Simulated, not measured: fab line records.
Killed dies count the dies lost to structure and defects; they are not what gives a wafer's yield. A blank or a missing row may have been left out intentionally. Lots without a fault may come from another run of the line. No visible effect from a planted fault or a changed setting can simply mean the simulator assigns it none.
Which tool did it? || flow n5 finfet || 10 lots, 26 wafers sampled, at 5 steps of a route of 1938

== WHAT THE GAUGES SHOWED, per wafer ==
N5_BEOL_M4_RC_MEAS_101. Usual: DIBL_N 37.5 mV/V, standard deviation 2; DIBL_P 37.5 mV/V, standard deviation 2.5; IOFF_N 0.18 nA/um, standard deviation 0.042; IOFF_P 0.24 nA/um, standard deviation 0.046; ION_N 677 uA/um, standard deviation 15; ION_P 464 uA/um, standard deviation 9.5; SS_N 72.0 mV/dec, standard deviation 0.76; SS_P 73.6 mV/dec, standard deviation 0.79; VT_N 249 mV, standard deviation 3.5; VT_P -249 mV, standard deviation 3.2.
{"lot": "L150", "measured": "day 8 02:11", "on": "prober-02", "DIBL_N (mV/V)": "37.0 38.1", "DIBL_P (mV/V)": "38.6 39.7", "IOFF_N (nA/um)": "0.17 0.18", "IOFF_P (nA/um)": "0.23 0.26", "ION_N (uA/um)": "691 667", "ION_P (uA/um)": "466 458", "SS_N (mV/dec)": "72.8 72.8", "SS_P (mV/dec)": "74.1 74.7", "VT_N (mV)": "247 251", "VT_P (mV)": "-251 -249", "flag": ""}
{"lot": "L152", "measured": "day 8 13:19", "on": "prober-01", "DIBL_N (mV/V)": "36.9 37.5", "DIBL_P (mV/V)": "37.5 39.2", "IOFF_N (nA/um)": "0.16 0.18", "IOFF_P (nA/um)": "0.20 0.23", "ION_N (uA/um)": "657 670", "ION_P (uA/um)": "451 455", "SS_N (mV/dec)": "72.8 72.1", "SS_P (mV/dec)": "73.8 74.4", "VT_N (mV)": "251 249", "VT_P (mV)": "-256 -250", "flag": ""}
{"lot": "L154", "measured": "day 9 03:02", "on": "prober-01", "DIBL_N (mV/V)": "34.2 36.0 36.8", "DIBL_P (mV/V)": "34.4 37.9 38.0", "IOFF_N (nA/um)": "0.15 0.18 0.20", "IOFF_P (nA/um)": "0.18 0.24 0.23", "ION_N (uA/um)": "682 670 687", "ION_P (uA/um)": "471 457 464", "SS_N (mV/dec)": "72.3 72.0 72.0", "SS_P (mV/dec)": "73.2 73.3 74.3", "VT_N (mV)": "253 247 247", "VT_P (mV)": "-254 -249 -251", "flag": ""}
{"lot": "L155", "measured": "day 9 10:41", "on": "prober-02", "DIBL_N (mV/V)": "37.3 39.1 34.8", "DIBL_P (mV/V)": "36.9 38.0 35.0", "IOFF_N (nA/um)": "0.17 0.20 0.13", "IOFF_P (nA/um)": "0.24 0.26 0.23", "ION_N (uA/um)": "678 684 650", "ION_P (uA/um)": "469 472 454", "SS_N (mV/dec)": "71.4 72.7 71.0", "SS_P (mV/dec)": "74.0 74.2 74.0", "VT_N (mV)": "249 248 250", "VT_P (mV)": "-249 -247 -248", "flag": ""}
{"lot": "L157", "measured": "day 10 00:06", "on": "prober-02", "DIBL_N (mV/V)": "34.7 42.7", "DIBL_P (mV/V)": "33.6 45.1", "IOFF_N (nA/um)": "0.12 0.30", "IOFF_P (nA/um)": "0.16 0.38", "ION_N (uA/um)": "657 694", "ION_P (uA/um)": "454 473", "SS_N (mV/dec)": "70.5 73.4", "SS_P (mV/dec)": "71.5 75.7", "VT_N (mV)": "257 243", "VT_P (mV)": "-252 -241", "flag": ""}
{"lot": "L161", "measured": "day 11 04:28", "on": "prober-01", "DIBL_N (mV/V)": "37.6 36.7", "DIBL_P (mV/V)": "36.7 34.8", "IOFF_N (nA/um)": "0.15 0.16", "IOFF_P (nA/um)": "0.21 0.19", "ION_N (uA/um)": "672 681", "ION_P (uA/um)": "463 464", "SS_N (mV/dec)": "70.9 71.4", "SS_P (mV/dec)": "73.2 73.0", "VT_N (mV)": "251 250", "VT_P (mV)": "-249 -248", "flag": ""}
{"lot": "L162", "measured": "day 11 07:12", "on": "prober-02", "DIBL_N (mV/V)": "39.4 39.2 34.6", "DIBL_P (mV/V)": "39.6 39.9 34.0", "IOFF_N (nA/um)": "0.22 0.21 0.14", "IOFF_P (nA/um)": "0.23 0.25 0.17", "ION_N (uA/um)": "676 680 663", "ION_P (uA/um)": "457 460 448", "SS_N (mV/dec)": "72.2 72.6 71.4", "SS_P (mV/dec)": "74.0 74.8 72.7", "VT_N (mV)": "248 247 252", "VT_P (mV)": "-252 -249 -254", "flag": ""}
{"lot": "L166", "measured": "day 12 02:47", "on": "prober-01", "DIBL_N (mV/V)": "37.0 34.2 37.5", "DIBL_P (mV/V)": "37.8 33.9 38.3", "IOFF_N (nA/um)": "0.19 0.13 0.19", "IOFF_P (nA/um)": "0.24 0.19 0.25", "ION_N (uA/um)": "702 650 671", "ION_P (uA/um)": "482 451 465", "SS_N (mV/dec)": "72.2 71.8 72.0", "SS_P (mV/dec)": "73.1 72.7 74.7", "VT_N (mV)": "250 252 248", "VT_P (mV)": "-248 -251 -247", "flag": ""}
{"lot": "L167", "measured": "day 12 09:40", "on": "prober-01", "DIBL_N (mV/V)": "40.8 38.5 39.0", "DIBL_P (mV/V)": "40.6 36.9 38.1", "IOFF_N (nA/um)": "0.23 0.18 0.19", "IOFF_P (nA/um)": "0.29 0.24 0.25", "ION_N (uA/um)": "690 655 664", "ION_P (uA/um)": "470 457 460", "SS_N (mV/dec)": "72.2 71.7 71.6", "SS_P (mV/dec)": "74.2 73.8 73.0", "VT_N (mV)": "244 249 249", "VT_P (mV)": "-247 -247 -247", "flag": ""}
{"lot": "L171", "measured": "day 13 17:25", "on": "prober-01", "DIBL_N (mV/V)": "39.4 34.4 39.7", "DIBL_P (mV/V)": "39.4 34.4 40.4", "IOFF_N (nA/um)": "0.22 0.12 0.23", "IOFF_P (nA/um)": "0.25 0.18 0.28", "ION_N (uA/um)": "683 672 697", "ION_P (uA/um)": "457 465 474", "SS_N (mV/dec)": "72.8 71.4 72.3", "SS_P (mV/dec)": "74.8 73.1 74.5", "VT_N (mV)": "244 251 241", "VT_P (mV)": "-249 -254 -249", "flag": ""}

== TOOL THAT RAN EACH LOT (tool first, then ch and the chambers of the sampled wafers, then the start) ==
{"lot": "L150", "N5_BEOL_M3_STRIP_19": "rie diel-02 ch 3, day 7 04:44", "N5_BEOL_M3_ALD_98": "ald sin-01 ch 0,2, day 7 05:42", "N5_BEOL_M3_VIA_ETCH_34": "rie diel-02 ch 1,3, day 7 07:59", "N5_BEOL_M3_STRIP_97": "rie diel-02 ch 1,3, day 8 02:11 or earlier"}
{"lot": "L152", "N5_BEOL_M3_STRIP_19": "rie diel-03 ch 1,2, day 7 17:18", "N5_BEOL_M3_ALD_98": "ald sin-03 ch 1,3, day 7 18:04", "N5_BEOL_M3_VIA_ETCH_34": "rie diel-02 ch 1,2, day 7 19:07", "N5_BEOL_M3_STRIP_97": "rie diel-02 ch 1,2, day 8 13:19 or earlier"}
{"lot": "L154", "N5_BEOL_M3_STRIP_19": "rie diel-03 ch 0,2,3, day 7 23:28", "N5_BEOL_M3_ALD_98": "ald sin-01 ch 0,2,3, day 8 00:14", "N5_BEOL_M3_VIA_ETCH_34": "rie diel-01 ch 0,1,2, day 8 06:04", "N5_BEOL_M3_STRIP_97": "rie diel-01 ch 0,1,2, day 9 03:02 or earlier"}
{"lot": "L155", "N5_BEOL_M3_STRIP_19": "rie diel-02 ch 1,2, day 8 15:39", "N5_BEOL_M3_ALD_98": "ald sin-04 ch 0,1,2, day 8 16:26", "N5_BEOL_M3_VIA_ETCH_34": "rie diel-01 ch 0,1, day 8 17:47", "N5_BEOL_M3_STRIP_97": "rie diel-01 ch 0,1, day 9 10:41 or earlier"}
{"lot": "L157", "N5_BEOL_M3_STRIP_19": "rie diel-02 ch 1,2, day 9 02:54", "N5_BEOL_M3_ALD_98": "ald sin-03 ch 0,3, day 9 03:42", "N5_BEOL_M3_VIA_ETCH_34": "rie diel-02 ch 0,3, day 9 05:04", "N5_BEOL_M3_STRIP_97": "rie diel-02 ch 0,3, day 10 00:06 or earlier"}
{"lot": "L161", "N5_BEOL_M3_STRIP_19": "rie diel-02 ch 0,3, day 10 06:37", "N5_BEOL_M3_ALD_98": "ald sin-04 ch 1,2, day 10 08:05", "N5_BEOL_M3_VIA_ETCH_34": "rie diel-02 ch 2,3, day 10 11:43", "N5_BEOL_M3_STRIP_97": "rie diel-02 ch 2,3, day 11 04:28 or earlier"}
{"lot": "L162", "N5_BEOL_M3_STRIP_19": "rie diel-03 ch 1,2,3, day 10 10:24", "N5_BEOL_M3_ALD_98": "ald sin-01 ch 0,1,2, day 10 11:13", "N5_BEOL_M3_VIA_ETCH_34": "rie diel-01 ch 1,2,3, day 10 16:35", "N5_BEOL_M3_STRIP_97": "rie diel-01 ch 1,2,3, day 11 07:12 or earlier"}
{"lot": "L166", "N5_BEOL_M3_STRIP_19": "rie diel-01 ch 1,3, day 11 04:52", "N5_BEOL_M3_ALD_98": "ald sin-01 ch 1,2,3, day 11 05:30", "N5_BEOL_M3_VIA_ETCH_34": "rie diel-01 ch 2,3, day 11 06:12", "N5_BEOL_M3_STRIP_97": "rie diel-01 ch 2,3, day 12 02:47 or earlier"}
{"lot": "L167", "N5_BEOL_M3_STRIP_19": "rie diel-03 ch 1,2,3, day 11 11:15", "N5_BEOL_M3_ALD_98": "ald sin-04 ch 0,2,3, day 11 12:51", "N5_BEOL_M3_VIA_ETCH_34": "rie diel-03 ch 0,1,2, day 11 18:56", "N5_BEOL_M3_STRIP_97": "rie diel-03 ch 0,1,2, day 12 09:40 or earlier"}
{"lot": "L171", "N5_BEOL_M3_STRIP_19": "rie diel-02 ch 1,2, day 12 17:14", "N5_BEOL_M3_ALD_98": "ald sin-01 ch 0,1, day 12 18:38", "N5_BEOL_M3_VIA_ETCH_34": "rie diel-02 ch 0,2,3, day 12 23:12", "N5_BEOL_M3_STRIP_97": "rie diel-02 ch 0,2,3, day 13 17:25 or earlier"}
- N5_BEOL_M3_STRIP_19: strips in O2.
- N5_BEOL_M3_ALD_98: deposits SiO2, target thk 2.5 nm, pulse time 1 s, co reactant pulse time 1 s.
- N5_BEOL_M3_VIA_ETCH_34: etches the open film in C4F6/O2, target depth 69.4 nm, time 65.9 s.
- N5_BEOL_M3_STRIP_97: strips in N2/H2, time 10 s.

== AS READ BY THE TOOLS THEMSELVES (means over the sampled wafers that have a number; for cases with no such wafer, the mark the record gives instead) ==
N5_BEOL_M3_STRIP_19. Usual: drypump motor current A 5.8 A, standard deviation 0.37; oes product au 0.75 a.u., standard deviation 0.074; rf vpp V 3.7 V, standard deviation 0.54; showerhead plenum p Torr 2.09 Torr, standard deviation 0.071; throttle valve pct 16.77 %, standard deviation 0.2.
{"lot": "L150", "tool": "rie diel-02", "drypump motor current A (A)": 5.3, "oes product au (a.u.)": 0.81, "rf vpp V (V)": 3.2, "showerhead plenum p Torr (Torr)": 2.10, "throttle valve pct (%)": 16.19, "flag": ""}
{"lot": "L152", "tool": "rie diel-03", "drypump motor current A (A)": 6.1, "oes product au (a.u.)": 0.73, "rf vpp V (V)": 3.2, "showerhead plenum p Torr (Torr)": 2.07, "throttle valve pct (%)": 16.99, "flag": ""}
{"lot": "L154", "tool": "rie diel-03", "drypump motor current A (A)": 5.8, "oes product au (a.u.)": 0.72, "rf vpp V (V)": 4.4, "showerhead plenum p Torr (Torr)": 2.06, "throttle valve pct (%)": 16.92, "flag": ""}
{"lot": "L155", "tool": "rie diel-02", "drypump motor current A (A)": 5.4, "oes product au (a.u.)": 0.77, "rf vpp V (V)": 4.1, "showerhead plenum p Torr (Torr)": 2.08, "throttle valve pct (%)": 16.79, "flag": ""}
{"lot": "L157", "tool": "rie diel-02", "drypump motor current A (A)": 5.4, "oes product au (a.u.)": 0.81, "rf vpp V (V)": 4.0, "showerhead plenum p Torr (Torr)": 2.08, "throttle valve pct (%)": 16.70, "flag": ""}
{"lot": "L161", "tool": "rie diel-02", "drypump motor current A (A)": 5.8, "oes product au (a.u.)": 0.76, "rf vpp V (V)": 3.8, "showerhead plenum p Torr (Torr)": 2.06, "throttle valve pct (%)": 16.55, "flag": ""}
{"lot": "L162", "tool": "rie diel-03", "drypump motor current A (A)": 6.0, "oes product au (a.u.)": 0.81, "rf vpp V (V)": 3.3, "showerhead plenum p Torr (Torr)": 2.13, "throttle valve pct (%)": 16.80, "flag": ""}
{"lot": "L166", "tool": "rie diel-01", "drypump motor current A (A)": 5.5, "oes product au (a.u.)": 0.72, "rf vpp V (V)": 3.9, "showerhead plenum p Torr (Torr)": 2.07, "throttle valve pct (%)": 16.88, "flag": ""}
{"lot": "L167", "tool": "rie diel-03", "drypump motor current A (A)": 6.0, "oes product au (a.u.)": 0.81, "rf vpp V (V)": 3.5, "showerhead plenum p Torr (Torr)": 2.13, "throttle valve pct (%)": 16.81, "flag": ""}
{"lot": "L171", "tool": "rie diel-02", "drypump motor current A (A)": 5.5, "oes product au (a.u.)": 0.81, "rf vpp V (V)": 4.1, "showerhead plenum p Torr (Torr)": 2.06, "throttle valve pct (%)": 16.68, "flag": ""}

N5_BEOL_M3_ALD_98. Usual: heater power w 78 W, standard deviation 10; precursor pulse height rel 1.000, standard deviation 0.02.
{"lot": "L150", "tool": "ald sin-01", "heater power w (W)": 85, "precursor pulse height rel": 1.007, "flag": ""}
{"lot": "L152", "tool": "ald sin-03", "heater power w (W)": 70, "precursor pulse height rel": 1.012, "flag": ""}
{"lot": "L154", "tool": "ald sin-01", "heater power w (W)": 83, "precursor pulse height rel": 0.982, "flag": ""}
{"lot": "L155", "tool": "ald sin-04", "heater power w (W)": 83, "precursor pulse height rel": 1.012, "flag": ""}
{"lot": "L157", "tool": "ald sin-03", "heater power w (W)": 77, "precursor pulse height rel": 0.982, "flag": ""}
{"lot": "L161", "tool": "ald sin-04", "heater power w (W)": 84, "precursor pulse height rel": 0.996, "flag": ""}
{"lot": "L162", "tool": "ald sin-01", "heater power w (W)": 83, "precursor pulse height rel": 0.998, "flag": ""}
{"lot": "L166", "tool": "ald sin-01", "heater power w (W)": 84, "precursor pulse height rel": 0.998, "flag": ""}
{"lot": "L167", "tool": "ald sin-04", "heater power w (W)": 76, "precursor pulse height rel": 1.010, "flag": ""}
{"lot": "L171", "tool": "ald sin-01", "heater power w (W)": 72, "precursor pulse height rel": 1.008, "flag": ""}

N5_BEOL_M3_VIA_ETCH_34. Usual: bias w 170.0 W, standard deviation 0.54; drypump motor current A 5.7 A, standard deviation 0.39; oes_ar_750_au 0.76 a.u., standard deviation 0.08; oes_o_777_au 0.77 a.u., standard deviation 0.09; oes product au 0.76 a.u., standard deviation 0.082; rf vpp V 666 V, standard deviation 21; run length s 88.9 s, standard deviation 0.41; showerhead plenum p Torr 2.82 Torr, standard deviation 0.071; throttle valve pct 30.8 %, standard deviation 0.45.
{"lot": "L150", "tool": "rie diel-02", "bias w (W)": 169.4, "drypump motor current A (A)": 5.5, "oes_ar_750_au (a.u.)": 0.89, "oes_o_777_au (a.u.)": 0.90, "oes product au (a.u.)": 0.88, "rf vpp V (V)": 674, "run length s (s)": 88.4, "showerhead plenum p Torr (Torr)": 2.83, "throttle valve pct (%)": 30.4, "flag": ""}
{"lot": "L152", "tool": "rie diel-02", "bias w (W)": 169.7, "drypump motor current A (A)": 5.4, "oes_ar_750_au (a.u.)": 0.82, "oes_o_777_au (a.u.)": 0.85, "oes product au (a.u.)": 0.82, "rf vpp V (V)": 674, "run length s (s)": 88.8, "showerhead plenum p Torr (Torr)": 2.80, "throttle valve pct (%)": 30.5, "flag": ""}
{"lot": "L154", "tool": "rie diel-01", "bias w (W)": 170.0, "drypump motor current A (A)": 5.8, "oes_ar_750_au (a.u.)": 0.74, "oes_o_777_au (a.u.)": 0.75, "oes product au (a.u.)": 0.74, "rf vpp V (V)": 675, "run length s (s)": 89.0, "showerhead plenum p Torr (Torr)": 2.79, "throttle valve pct (%)": 30.7, "flag": ""}
{"lot": "L155", "tool": "rie diel-01", "bias w (W)": 169.9, "drypump motor current A (A)": 5.6, "oes_ar_750_au (a.u.)": 0.73, "oes_o_777_au (a.u.)": 0.74, "oes product au (a.u.)": 0.72, "rf vpp V (V)": 655, "run length s (s)": 89.4, "showerhead plenum p Torr (Torr)": 2.84, "throttle valve pct (%)": 31.0, "flag": ""}
{"lot": "L157", "tool": "rie diel-02", "bias w (W)": 170.7, "drypump motor current A (A)": 5.8, "oes_ar_750_au (a.u.)": 0.77, "oes_o_777_au (a.u.)": 0.74, "oes product au (a.u.)": 0.76, "rf vpp V (V)": 652, "run length s (s)": 88.5, "showerhead plenum p Torr (Torr)": 2.86, "throttle valve pct (%)": 31.0, "flag": ""}
{"lot": "L161", "tool": "rie diel-02", "bias w (W)": 170.1, "drypump motor current A (A)": 5.3, "oes_ar_750_au (a.u.)": 0.74, "oes_o_777_au (a.u.)": 0.76, "oes product au (a.u.)": 0.74, "rf vpp V (V)": 671, "run length s (s)": 88.9, "showerhead plenum p Torr (Torr)": 2.83, "throttle valve pct (%)": 30.5, "flag": ""}
{"lot": "L162", "tool": "rie diel-01", "bias w (W)": 169.8, "drypump motor current A (A)": 5.7, "oes_ar_750_au (a.u.)": 0.73, "oes_o_777_au (a.u.)": 0.73, "oes product au (a.u.)": 0.73, "rf vpp V (V)": 669, "run length s (s)": 86.3, "showerhead plenum p Torr (Torr)": 2.80, "throttle valve pct (%)": 30.8, "flag": "OFF"}
{"lot": "L166", "tool": "rie diel-01", "bias w (W)": 170.1, "drypump motor current A (A)": 5.9, "oes_ar_750_au (a.u.)": 0.73, "oes_o_777_au (a.u.)": 0.72, "oes product au (a.u.)": 0.73, "rf vpp V (V)": 687, "run length s (s)": 86.1, "showerhead plenum p Torr (Torr)": 2.74, "throttle valve pct (%)": 30.6, "flag": "OFF"}
{"lot": "L167", "tool": "rie diel-03", "bias w (W)": 170.4, "drypump motor current A (A)": 6.0, "oes_ar_750_au (a.u.)": 0.81, "oes_o_777_au (a.u.)": 0.82, "oes product au (a.u.)": 0.80, "rf vpp V (V)": 679, "run length s (s)": 89.4, "showerhead plenum p Torr (Torr)": 2.95, "throttle valve pct (%)": 30.9, "flag": ""}
{"lot": "L171", "tool": "rie diel-02", "bias w (W)": 170.0, "drypump motor current A (A)": 5.6, "oes_ar_750_au (a.u.)": 0.72, "oes_o_777_au (a.u.)": 0.72, "oes product au (a.u.)": 0.71, "rf vpp V (V)": 660, "run length s (s)": 89.1, "showerhead plenum p Torr (Torr)": 2.82, "throttle valve pct (%)": 30.9, "flag": ""}

N5_BEOL_M3_STRIP_97. Usual: drypump motor current A 5.7 A, standard deviation 0.39; oes product au 0.76 a.u., standard deviation 0.082; rf vpp V 59.1 V, standard deviation 0.96; showerhead plenum p Torr 2.51 Torr, standard deviation 0.057; throttle valve pct 23.7 %, standard deviation 0.47.
{"lot": "L150", "tool": "rie diel-02", "drypump motor current A (A)": 5.5, "oes product au (a.u.)": 0.89, "rf vpp V (V)": 58.8, "showerhead plenum p Torr (Torr)": 2.51, "throttle valve pct (%)": 23.1, "flag": ""}
{"lot": "L152", "tool": "rie diel-02", "drypump motor current A (A)": 5.4, "oes product au (a.u.)": 0.82, "rf vpp V (V)": 59.0, "showerhead plenum p Torr (Torr)": 2.50, "throttle valve pct (%)": 23.4, "flag": ""}
{"lot": "L154", "tool": "rie diel-01", "drypump motor current A (A)": 5.8, "oes product au (a.u.)": 0.73, "rf vpp V (V)": 59.3, "showerhead plenum p Torr (Torr)": 2.49, "throttle valve pct (%)": 23.6, "flag": ""}
{"lot": "L155", "tool": "rie diel-01", "drypump motor current A (A)": 5.6, "oes product au (a.u.)": 0.72, "rf vpp V (V)": 58.8, "showerhead plenum p Torr (Torr)": 2.51, "throttle valve pct (%)": 23.4, "flag": ""}
{"lot": "L157", "tool": "rie diel-02", "drypump motor current A (A)": 5.8, "oes product au (a.u.)": 0.77, "rf vpp V (V)": 60.2, "showerhead plenum p Torr (Torr)": 2.54, "throttle valve pct (%)": 24.0, "flag": ""}
{"lot": "L161", "tool": "rie diel-02", "drypump motor current A (A)": 5.3, "oes product au (a.u.)": 0.73, "rf vpp V (V)": 57.9, "showerhead plenum p Torr (Torr)": 2.53, "throttle valve pct (%)": 23.4, "flag": ""}
{"lot": "L162", "tool": "rie diel-01", "drypump motor current A (A)": 5.7, "oes product au (a.u.)": 0.73, "rf vpp V (V)": 58.6, "showerhead plenum p Torr (Torr)": 2.49, "throttle valve pct (%)": 23.8, "flag": ""}
{"lot": "L166", "tool": "rie diel-01", "drypump motor current A (A)": 6.0, "oes product au (a.u.)": 0.72, "rf vpp V (V)": 59.5, "showerhead plenum p Torr (Torr)": 2.47, "throttle valve pct (%)": 24.0, "flag": ""}
{"lot": "L167", "tool": "rie diel-03", "drypump motor current A (A)": 6.0, "oes product au (a.u.)": 0.80, "rf vpp V (V)": 59.5, "showerhead plenum p Torr (Torr)": 2.64, "throttle valve pct (%)": 23.7, "flag": ""}
{"lot": "L171", "tool": "rie diel-02", "drypump motor current A (A)": 5.6, "oes product au (a.u.)": 0.72, "rf vpp V (V)": 58.8, "showerhead plenum p Torr (Torr)": 2.53, "throttle valve pct (%)": 23.9, "flag": ""}

== THE ANSWER, worked out from the rows above alone ==
Rule: lot off if the mean of its wafers having a number is beyond 3 standard deviations from the usual mean. A lot without any number at a reading at which 4 lots or more have one is off too. Where the step has rows for the other lots, those lots are counted as sound. After the gauges, taken in route order, come the tools' own readings; for these a lot's mean is taken, as printed above. At the first step where some lot is off, the reading lying furthest off is the one used; lots without a number count as furthest.
Off: L162, L166 (N5_BEOL_M3_VIA_ETCH_34, run length s).
A tool fits if, at that step or a process step before it, it ran every lot that is off, and no sound lot after the first of them. One fits: N5_BEOL_M3_VIA_ETCH_34 on rie diel-01. A fault onset in the window from L155 (day 8 17:47, its last sound lot) to L162 (day 10 16:35, its first lot off) fits.
On the lots that are off, the tool's own readings at N5_BEOL_M3_VIA_ETCH_34 differ by more than 5 times the standard deviation of the sound lots' means, which bears it out; run length s reads 86.2 s there versus 88.9 s on the sound lots.

== WHAT THE SIMULATOR HAD PUT IN ==
rie diel-01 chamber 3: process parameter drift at N5_BEOL_M3_VIA_ETCH_34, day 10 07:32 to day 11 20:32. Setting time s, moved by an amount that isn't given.
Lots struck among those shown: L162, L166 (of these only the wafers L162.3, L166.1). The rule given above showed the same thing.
